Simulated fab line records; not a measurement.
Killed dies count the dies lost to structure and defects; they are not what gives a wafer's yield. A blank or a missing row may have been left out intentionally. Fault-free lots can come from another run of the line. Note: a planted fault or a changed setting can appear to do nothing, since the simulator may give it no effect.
Matching of chambers    flow n5_finfet    N5_SDB_ALD_29 on ald_sin-04: 4 sister chambers
The step deposits SiNx, target thk 30 nm, pulse time 1 s, ald cycles 600. 4 wafers are shown with their chamber, then 7 later ones without.

WAFERS, EACH WITH ITS CHAMBER
wafer   chamber  heater_power_w (W)
L085.5  2        751
L085.6  1        836
L090.3  3        920
L090.4  0        822

WAFERS MISSING THEIR CHAMBER
wafer   heater_power_w (W)
L090.6  844
L091.2  826
L091.4  793
L091.5  914
L094.2  925
L094.3  784
L094.6  824

THE CHAMBER EACH PASSED THROUGH
wafer   from the rows above           in truth
L090.6  can't be placed: 1 or 0       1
L091.2  can't be placed: 0 or 1       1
L091.4  can't be placed: 0 or 2 or 1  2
L091.5  3                             3
L094.2  3                             3
L094.3  can't be placed: 2 or 0 or 1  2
L094.6  can't be placed: 0 or 1       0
2 of 7 placed correctly. From these rows, 5 cannot be placed; in 5 the true chamber is one of the candidates. Wrongly placed: 0.
How it was worked out, from the rows above alone: a wafer's distance from a chamber is the root of the sum, over the readings, of the square of ((its reading less the chamber's mean) divided by the reading's scatter). The wafer belongs to the nearest chamber; if the next one is less than 2 further off, it can't be placed. A chamber's mean is the mean of its shown wafers. The scatter (one wafer shown for each chamber): square how far every hidden wafer sits from the nearest shown wafer, average those squares and take the square root.
